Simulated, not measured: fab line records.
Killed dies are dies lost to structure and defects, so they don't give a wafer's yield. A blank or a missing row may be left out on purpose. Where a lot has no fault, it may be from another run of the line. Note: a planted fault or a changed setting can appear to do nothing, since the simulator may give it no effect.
Split-lot trial    flow n5 finfet    route with 1938 steps; 7 lots, 21 wafers read

ON THE SPLIT
At N5_MOL_CONTACT_COAG_ALD_133 (deposits SiO2, target thk 5 nm, pulse time 1 s, co reactant pulse time 1 s), the setting ald cycles was moved away from the recipe's 35 on 6 of the 21 wafers read, by -5.7% to +14.3%. This setting was run at the recipe's value on the other wafers.

Reading taken at the split's own step.

THE READING
SiO2_of_MOL_CONTACT_COAG_ALD_133.thk nm (the simulator's own value, which no gauge read), in nm, at N5_MOL_CONTACT_COAG_ALD_133 (deposits SiO2, target thk 5 nm, pulse time 1 s, co reactant pulse time 1 s). The file does not state a usual value for it.

wafer   tool, chamber at the split  ald cycles as run  against the recipe  SiO2_of_MOL_CONTACT_COAG_ALD_133.thk nm, nm  against lot-mates on the recipe
L078.1  ald sin-04, 3,2,1           35                 recipe              5                                            -
L078.2  ald sin-04, 3,2,1           35                 recipe              5                                            -
L078.3  ald sin-04, 3,2,1           35                 recipe              5                                            -
L081.1  ald sin-04, 3,1             33                 -5.7%               4.8                                          -0.2
L081.5  ald sin-04, 3,1             33                 -5.7%               4.8                                          -0.2
L081.4  ald sin-04, 1               35                 recipe              5                                            -
L082.1  ald sin-04, 3,2             35                 recipe              5                                            -
L082.2  ald sin-04, 3,2             35                 recipe              5                                            -
L082.3  ald sin-04, 1               38                 +8.6%               5.4                                          +0.4
L083.3  ald sin-04, 0,2             35                 recipe              5                                            -
L083.4  ald sin-04, 0,2             35                 recipe              5                                            -
L083.6  ald sin-04, 2               40                 +14.3%              5.8                                          +0.8
L090.1  ald sin-04, 3               39                 +11.4%              5.6                                          +0.6
L090.3  ald sin-04, 2,0             35                 recipe              5                                            -
L090.6  ald sin-04, 2,0             35                 recipe              5                                            -
L093.1  ald sin-04, 0,1,3           35                 recipe              5                                            -
L093.4  ald sin-04, 0,1,3           35                 recipe              5                                            -
L093.6  ald sin-04, 0,1,3           35                 recipe              5                                            -
L095.2  ald sin-04, 0               35                 recipe              5                                            -
L095.5  ald sin-04, 0               35                 recipe              5                                            -
L095.3  ald sin-04, 3               39                 +11.4%              5.6                                          +0.6
When a row names more than one chamber, that row covers several wafers, and the file does not tell which wafer ran in which chamber.

THE FIT
A straight line over all 21 wafers: SiO2_of_MOL_CONTACT_COAG_ALD_133.thk nm changes by +0.0503 nm for each +1% of ald cycles; r = +0.99; the points scatter about the line by 0.033 nm.
The same after taking each lot's own level away (the mean of its wafers on the recipe; 21 wafers): +0.0503 nm for each +1%; r = +0.99; scatter 0.033 nm.
The reading moves by 0.72 nm for the largest change in ald cycles, on that fit.
The lots' own levels span 5.00 to 5.00 nm.
The two slopes agree, so the slope changes little with the lot-to-lot level.
Check: +0.697 nm against its lot-mates is what the line predicts for one of the wafers moved furthest among these (+14.3%) when that wafer is left out of the fit. It came out at +0.8 nm against them.

THESE WAFERS: OTHER SPLITS
Note: prior to the reading, these wafers also went through further splits. Each is held against what the fit with the lots' levels taken away leaves over:
other split on the same wafers        wafers away from the commonest value  r with SiO2_of_MOL_CONTACT_COAG_ALD_133.thk nm (lot level and that fit taken away)
N5_HKMG_FIN_COAT_43 spin rpm          7                                     -0.04
N5_HKMG_FIN_ETCH_55 time s            8                                     +0.40
N5_HKMG_FIN_ETCH_32 bias w            6                                     +0.31
N5_GATE_CUT_ALD_22 ald cycles         7                                     -0.15
N5_MOL_CONTACT_COAG_COAT_34 spin rpm  10                                    -0.19

THE FILE'S OWN FIT
SiO2_of_MOL_CONTACT_COAG_ALD_133.thk nm changes by +0.052 nm for each +1% of ald cycles, r = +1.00.
